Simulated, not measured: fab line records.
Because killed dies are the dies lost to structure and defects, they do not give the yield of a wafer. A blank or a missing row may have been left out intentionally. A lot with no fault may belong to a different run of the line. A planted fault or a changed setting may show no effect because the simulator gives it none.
Which of the tools did it?	flow n5Finfet	21 wafers from 7 lots sampled at 6 of the route's 1938 steps

== WHAT THE GAUGES SHOWED, per wafer ==
N5_BEOL_M4_RC_MEAS_101. Usual: DIBL_N 36.5 mV/V, standard deviation 1.4; DIBL_P 36.5 mV/V, standard deviation 1.6; IOFF_N 0.163 nA/um, standard deviation 0.022; IOFF_P 0.219 nA/um, standard deviation 0.029; ION_N 675 uA/um, standard deviation 8.3; ION_P 464 uA/um, standard deviation 6.2; SS_N 71.5 mV/dec, standard deviation 0.52; SS_P 73.4 mV/dec, standard deviation 0.57; VT_N 249.7 mV, standard deviation 2.6; VT_P -250 mV, standard deviation 3.
lot	measured	on	DIBL_N (mV/V)	DIBL_P (mV/V)	IOFF_N (nA/um)	IOFF_P (nA/um)	ION_N (uA/um)	ION_P (uA/um)	SS_N (mV/dec)	SS_P (mV/dec)	VT_N (mV)	VT_P (mV)	flag
L101	day 7 20:59	prober-02	35.8 38.3 36.7	35.3 37.5 37.0	0.140 0.177 0.152	0.185 0.224 0.201	661 671 670	459 462 465	71.2 72.1 71.2	72.5 73.1 72.9	250.8 248.6 249.0	-250 -247 -249	
L105	day 9 19:38	prober-02	38.0 37.2 37.7	38.5 37.4 38.7	0.187 0.190 0.194	0.234 0.208 0.236	682 691 687	462 466 461	72.1 72.5 72.0	74.0 72.4 73.9	247.6 245.4 246.8	-249 -251 -251	
L112	day 10 15:59	prober-02	35.2 36.1 38.4	36.0 36.6 39.9	0.148 0.172 0.212	0.232 0.246 0.302	675 668 682	468 468 472	70.5 71.4 71.5	72.0 72.3 73.9	250.1 247.9 244.5	-248 -247 -244	
L111	day 10 21:46	prober-02	37.1 37.1 36.8	37.8 37.8 37.4	0.162 0.166 0.162	0.220 0.226 0.211	679 674 685	462 471 466	72.3 71.2 71.0	73.8 73.8 73.7	251.9 248.4 249.9	-250 -250 -251	
L117	day 11 22:12	prober-02	35.7 33.7 35.3	36.0 32.7 35.5	0.149 0.110 0.152	0.210 0.162 0.212	663 665 682	454 457 468	70.7 70.4 71.2	72.8 72.7 73.4	249.4 255.0 249.5	-250 -256 -247	
L118	day 12 07:55	prober-02	37.0 37.5 37.3	38.0 37.7 37.9	0.185 0.187 0.180	0.256 0.247 0.249	686 677 680	470 460 467	71.1 72.3 71.8	73.8 73.7 73.4	248.4 250.2 248.8	-249 -247 -246	
L123	day 13 22:22	prober-02	35.7 33.3 35.0	37.9 34.6 36.6	0.170 0.127 0.151	0.230 0.184 0.217	681 675 675	472 467 465	72.5 71.0 71.1	73.4 72.6 73.3	250.1 252.1 250.0	-248 -251 -249	

N5_BEOL_M11_INSPECT_30: inspects for defects (brightfield). Usual: rawDefectCount reads 463 (standard deviation 110).
lot	measured	on	rawDefectCount	flag
L101	day 10 10:13	defectInspect-02	426 469 401	
L105	day 12 03:10	defectInspect-01	397 346 376	
L112	day 13 02:52	defectInspect-01	452 421 323	
L111	day 13 14:35	defectInspect-02	442 550 436	
L117	day 14 10:38	defectInspect-02	514 721 642	
L118	day 14 19:18	defectInspect-02	359 472 295	
L123	day 16 06:46	defectInspect-02	450 449 355	

N5_BEOL_M11_CD_MEAS_35 targets a cd of 70 nm. Usual: cdNm reads 69.9 nm (standard deviation 0.48).
lot	measured	on	cdNm (nm)	flag
L101	day 10 10:54	cdSem-02	70.9 70.0 70.5	
L105	day 12 03:51	cdSem-03	69.6 69.9 70.1	
L112	day 13 03:34	cdSem-01	70.0 69.6 70.0	
L111	day 13 15:19	cdSem-02	69.9 70.3 70.0	
L117	day 14 11:52	cdSem-03	70.2 69.9 70.2	
L118	day 14 19:59	cdSem-02	70.0 70.5 69.7	
L123	day 16 08:07	cdSem-02	70.1 69.8 69.8	

N5_BEOL_M15_RC_MEAS_101. Usual: COMB_M10 1.5e-11 S/m, standard deviation 3.5e-12; COMB_M11 1.5e-11 S/m, standard deviation 3.1e-12; COMB_M11_max_site 2.1e-11 S/m, standard deviation 5.1e-12; COMB_M12 6.1e-12 S/m, standard deviation 1.5e-12; COMB_M13 4.9e-12 S/m, standard deviation 1e-12; COMB_M14 3.6e-12 S/m, standard deviation 9.2e-13; COMB_M15 2.5e-12 S/m, standard deviation 7.2e-13; COMB_M5 3.6e-11 S/m, standard deviation 8.2e-12; COMB_M6 2.4e-11 S/m, standard deviation 4.7e-12; COMB_M6_max_site 3.4e-11 S/m, standard deviation 7.7e-12; COMB_M7 2.6e-11 S/m, standard deviation 5.5e-12; COMB_M8 2.5e-11 S/m, standard deviation 5.1e-12; COMB_M9 1.45e-11 S/m, standard deviation 2.6e-12; SERP_M10 3.06 ohm/um, standard deviation 0.083; SERP_M11 3.07 ohm/um, standard deviation 0.061; SERP_M11_max_site 3.17 ohm/um, standard deviation 0.069; SERP_M12 0.637 ohm/um, standard deviation 0.015; SERP_M13 0.308 ohm/um, standard deviation 0.0056; SERP_M14 0.160 ohm/um, standard deviation 0.0033; SERP_M5 38.7 ohm/um, standard deviation 1.3; SERP_M6 13.6 ohm/um, standard deviation 0.48; SERP_M7 13.8 ohm/um, standard deviation 0.4; SERP_M8 13.9 ohm/um, standard deviation 0.48; SERP_M9 3.05 ohm/um, standard deviation 0.063.
lot	measured	on	COMB_M10 (S/m)	COMB_M11 (S/m)	COMB_M11_max_site (S/m)	COMB_M12 (S/m)	COMB_M13 (S/m)	COMB_M14 (S/m)	COMB_M15 (S/m)	COMB_M5 (S/m)	COMB_M6 (S/m)	COMB_M6_max_site (S/m)	COMB_M7 (S/m)	COMB_M8 (S/m)	COMB_M9 (S/m)	SERP_M10 (ohm/um)	SERP_M11 (ohm/um)	SERP_M11_max_site (ohm/um)	SERP_M12 (ohm/um)	SERP_M13 (ohm/um)	SERP_M14 (ohm/um)	SERP_M5 (ohm/um)	SERP_M6 (ohm/um)	SERP_M7 (ohm/um)	SERP_M8 (ohm/um)	SERP_M9 (ohm/um)	flag
L101	day 11 09:16	prober-01	1.2e-11 1.4e-11 1.3e-11	1.2e-11 1.2e-11 1.2e-11	1.8e-11 1.4e-11 1.8e-11	4.8e-12 7.1e-12 4.5e-12	3.8e-12 4e-12 7.2e-12	4e-12 2.9e-12 4.5e-12	2.3e-12 2.6e-12 3e-12	4.6e-11 3.8e-11 4e-11	3.2e-11 2.7e-11 1.9e-11	4.5e-11 3.6e-11 2.6e-11	1.8e-11 2.2e-11 1.9e-11	2.4e-11 2.1e-11 2.5e-11	1.61e-11 1.48e-11 1.39e-11	3.02 3.16 3.15	2.99 3.15 3.05	3.07 3.19 3.19	0.636 0.608 0.642	0.310 0.302 0.314	0.157 0.162 0.161	40.8 40.9 39.2	13.0 13.7 12.9	13.6 13.3 13.0	13.8 13.9 14.1	2.97 3.05 2.95	
L105	day 13 07:08	prober-02	1.2e-11 1.6e-11 2.1e-11	1.4e-11 1.5e-11 1.3e-11	2e-11 2.2e-11 1.7e-11	4.8e-12 6e-12 6.1e-12	6.2e-12 4.5e-12 6e-12	5e-12 5.9e-12 4e-12	3e-12 3.5e-12 3.4e-12	3.5e-11 4.1e-11 3.3e-11	3.4e-11 2.1e-11 2e-11	3.9e-11 3.5e-11 2.8e-11	3.3e-11 3.8e-11 3.1e-11	2.5e-11 2e-11 2.4e-11	1.62e-11 1.49e-11 1.16e-11	3.09 3.03 3.11	3.11 3.03 3.06	3.14 3.13 3.10	0.649 0.643 0.622	0.307 0.310 0.302	0.159 0.160 0.158	40.7 38.3 38.1	14.1 13.2 13.7	13.9 13.6 13.5	14.0 13.9 13.8	3.05 3.14 2.99	
L112	day 14 09:09	prober-01	1e-11 1.1e-11 1.4e-11	1.2e-11 1.6e-11 1.6e-11	1.6e-11 2.3e-11 2.5e-11	5.5e-12 6e-12 1.23e-11	3.9e-12 3.7e-12 3.4e-12	3.6e-12 1.9e-12 1.8e-12	1.1e-12 2e-12 2.3e-12	2.9e-11 3.5e-11 2.9e-11	2.7e-11 2.6e-11 2.3e-11	5e-11 3.7e-11 3e-11	2.6e-11 3.2e-11 2.7e-11	2e-11 2.5e-11 2.8e-11	1.52e-11 1.98e-11 1.13e-11	3.10 2.93 3.01	3.07 3.12 3.08	3.12 3.21 3.16	0.651 0.636 0.638	0.307 0.312 0.308	0.165 0.160 0.158	38.6 37.0 39.8	13.5 13.3 12.5	13.4 13.5 14.0	14.3 13.7 14.4	3.07 2.99 3.07	
L111	day 14 19:07	prober-02	1.7e-11 2.3e-11 1.8e-11	1.1e-11 1.1e-11 1.2e-11	1.2e-11 1.5e-11 1.6e-11	6.1e-12 5.8e-12 7.2e-12	5.5e-12 5e-12 4.9e-12	3.8e-12 4.5e-12 4e-12	3.3e-12 3.7e-12 3.9e-12	4.6e-11 5e-11 5.5e-11	2.2e-11 2.5e-11 1.7e-11	2.8e-11 3.9e-11 2.8e-11	2.5e-11 3.1e-11 2.4e-11	2.6e-11 1.7e-11 3e-11	1.4e-11 1.6e-11 1.48e-11	3.00 3.13 3.02	3.08 3.06 3.01	3.16 3.16 3.23	0.610 0.629 0.605	0.307 0.301 0.307	0.163 0.161 0.162	37.8 36.8 37.0	14.0 13.5 13.5	13.2 14.3 13.7	14.6 13.5 13.5	3.04 3.15 3.08	
L117	day 15 16:06	prober-01	1.3e-11 1.4e-11 1.9e-11	4.55e-10 6.62e-10 4.37e-10	8.21e-10 9.09e-10 5.36e-10	4e-12 7.6e-12 7.1e-12	5.4e-12 5.9e-12 5.5e-12	3.7e-12 2.9e-12 4.5e-12	3e-12 2.4e-12 3.6e-12	2.9e-11 4e-11 3.1e-11	3.1e-11 1.9e-11 2.6e-11	3.8e-11 2.8e-11 4.1e-11	2.4e-11 2.9e-11 3e-11	3.1e-11 2.1e-11 2.4e-11	1.32e-11 1e-11 1.17e-11	3.06 3.07 3.10	2.88 2.92 2.87	2.93 2.97 2.96	0.646 0.632 0.613	0.303 0.313 0.308	0.161 0.163 0.163	36.8 36.6 37.1	13.6 13.9 14.3	14.5 13.7 14.0	13.5 14.0 13.8	3.08 3.05 3.09	OFF
L118	day 15 21:50	prober-02	1.9e-11 1.8e-11 1.4e-11	3.43e-10 1.2e-11 5.04e-10	4.38e-10 2.1e-11 1.009e-09	6.3e-12 8.3e-12 7.1e-12	4e-12 5e-12 6.1e-12	3.2e-12 3.5e-12 3.2e-12	2.7e-12 3.1e-12 2.4e-12	3.4e-11 3.7e-11 3e-11	3.7e-11 3.4e-11 3.6e-11	4.9e-11 4.3e-11 6.5e-11	3e-11 2.9e-11 2.4e-11	2.2e-11 2.8e-11 3.4e-11	1.33e-11 1.15e-11 1.56e-11	3.04 3.03 3.07	2.92 3.10 2.86	2.99 3.14 2.94	0.650 0.643 0.656	0.307 0.310 0.312	0.162 0.164 0.164	39.5 38.8 38.6	13.4 14.2 14.1	14.1 13.8 14.2	14.4 12.9 14.5	3.06 2.98 2.97	OFF
L123	day 17 15:14	prober-02	1.1e-11 1.8e-11 2.2e-11	1.5e-11 1.3e-11 1.4e-11	1.8e-11 2.5e-11 1.8e-11	6.1e-12 7.2e-12 5.1e-12	6.3e-12 6.8e-12 7e-12	6.3e-12 6.2e-12 4.4e-12	2.6e-12 2.6e-12 2e-12	4e-11 3.7e-11 4.1e-11	2.1e-11 2.1e-11 2.1e-11	3.4e-11 3.2e-11 3.5e-11	2.6e-11 1.5e-11 1.8e-11	2.4e-11 2.7e-11 3.2e-11	1.5e-11 1.59e-11 1.11e-11	2.96 3.11 3.17	3.04 3.10 2.95	3.23 3.27 3.16	0.632 0.629 0.626	0.311 0.307 0.316	0.165 0.160 0.160	38.3 38.8 37.4	13.8 14.3 13.5	14.1 13.9 13.5	13.1 13.7 13.7	3.12 3.06 2.92	

== TOOL THAT RAN EACH LOT (tool first, then ch and the chambers of the sampled wafers, then the start) ==
lot	N5_BEOL_M11_VIA_ETCH_34	N5_BEOL_M11_ALD_74
L101	rieDiel-03 ch 1,2,3, day 10 10:28	aldMetal-03 ch 0,1,2, day 10 11:34
L105	rieDiel-04 ch 0,1,3, day 12 03:25	aldMetal-04 ch 1,2,3, day 12 04:24
L112	rieDiel-03 ch 0,2,3, day 13 03:07	aldMetal-04 ch 0,2,3, day 13 05:02
L111	rieDiel-04 ch 0,2, day 13 14:53	aldMetal-03 ch 1,2,3, day 13 15:50
L117	rieDiel-04 ch 0,3, day 14 11:17	aldMetal-04 ch 0,3, day 14 12:29
L118	rieDiel-04 ch 0,2, day 14 19:32	aldMetal-04 ch 1,3, day 14 20:49
L123	rieDiel-06 ch 0,1,3, day 16 07:40	aldMetal-02 ch 1,2,3, day 16 08:37
- N5_BEOL_M11_VIA_ETCH_34: etches SiCOH lowk in C4F6/O2, target depth 184.5 nm, time 69.2 s.
- N5_BEOL_M11_ALD_74: deposits TaN, target thk 2 nm, pulse time 2 s, purge time 3 s.

== WHAT THE TOOLS THEMSELVES READ (means of the sampled wafers that have a number; where no wafer has one, the mark that the record gives instead) ==
N5_BEOL_M11_VIA_ETCH_34. Usual: chamberPressureMTorr 29.999 mTorr, standard deviation 0.025; drypumpMotorCurrentA 5.9 A, standard deviation 0.36; oesProductAu 0.80 a.u., standard deviation 0.078; rfVppV 665 V, standard deviation 8.3; showerheadPlenumPTorr 2.84 Torr, standard deviation 0.071; throttleValvePct 20.9 %, standard deviation 0.33.
lot	tool	chamberPressureMTorr (mTorr)	drypumpMotorCurrentA (A)	oesProductAu (a.u.)	rfVppV (V)	showerheadPlenumPTorr (Torr)	throttleValvePct (%)	flag
L101	rieDiel-03	29.995	6.2	0.80	662	2.90	21.0	
L105	rieDiel-04	29.990	5.8	0.77	663	2.85	21.0	
L112	rieDiel-03	29.993	6.1	0.82	658	2.83	20.7	
L111	rieDiel-04	29.987	5.9	0.82	657	2.75	20.9	
L117	rieDiel-04	29.984	5.7	0.79	667	2.82	21.0	
L118	rieDiel-04	30.001	6.1	0.82	659	2.76	21.0	
L123	rieDiel-06	29.996	5.8	0.88	669	2.85	20.7	

N5_BEOL_M11_ALD_74. Usual: heaterPowerW 425 W, standard deviation 49; precursorVesselTempC 75.00 C, standard deviation 0.13.
lot	tool	heaterPowerW (W)	precursorVesselTempC (C)	flag
L101	aldMetal-03	438	75.02	
L105	aldMetal-04	413	75.00	
L112	aldMetal-04	420	75.07	
L111	aldMetal-03	415	74.97	
L117	aldMetal-04	415	75.16	
L118	aldMetal-04	416	74.95	
L123	aldMetal-02	447	74.95	

== THE ANSWER, worked out from the rows above alone ==
Rule: a lot is off if the mean of its wafers that have a number lies more than 3 standard deviations from the usual mean. Also off: a lot with no number at a reading for which 4 or more lots have one. Where the step has rows for the other lots, those lots are counted as sound. The gauges are gone through in route order, then the tools' own readings, and for those a lot's mean is taken as printed above. At the first step where some lot is off, the reading lying furthest off is the one used; lots without a number count as furthest.
Off: L117, L118, seen at N5_BEOL_M15_RC_MEAS_101 (COMB_M11).
If a tool, at a process step before that reading, ran all the lots that are off and no sound lot after the first of them, it fits. The gauges at N5_BEOL_M15_RC_MEAS_101 are tried like those tools. Can't be told from this: 2 tools fit, rieDiel-04 at N5_BEOL_M11_VIA_ETCH_34, aldMetal-04 at N5_BEOL_M11_ALD_74.

== WHAT HAD BEEN PUT IN BY THE SIMULATOR ==
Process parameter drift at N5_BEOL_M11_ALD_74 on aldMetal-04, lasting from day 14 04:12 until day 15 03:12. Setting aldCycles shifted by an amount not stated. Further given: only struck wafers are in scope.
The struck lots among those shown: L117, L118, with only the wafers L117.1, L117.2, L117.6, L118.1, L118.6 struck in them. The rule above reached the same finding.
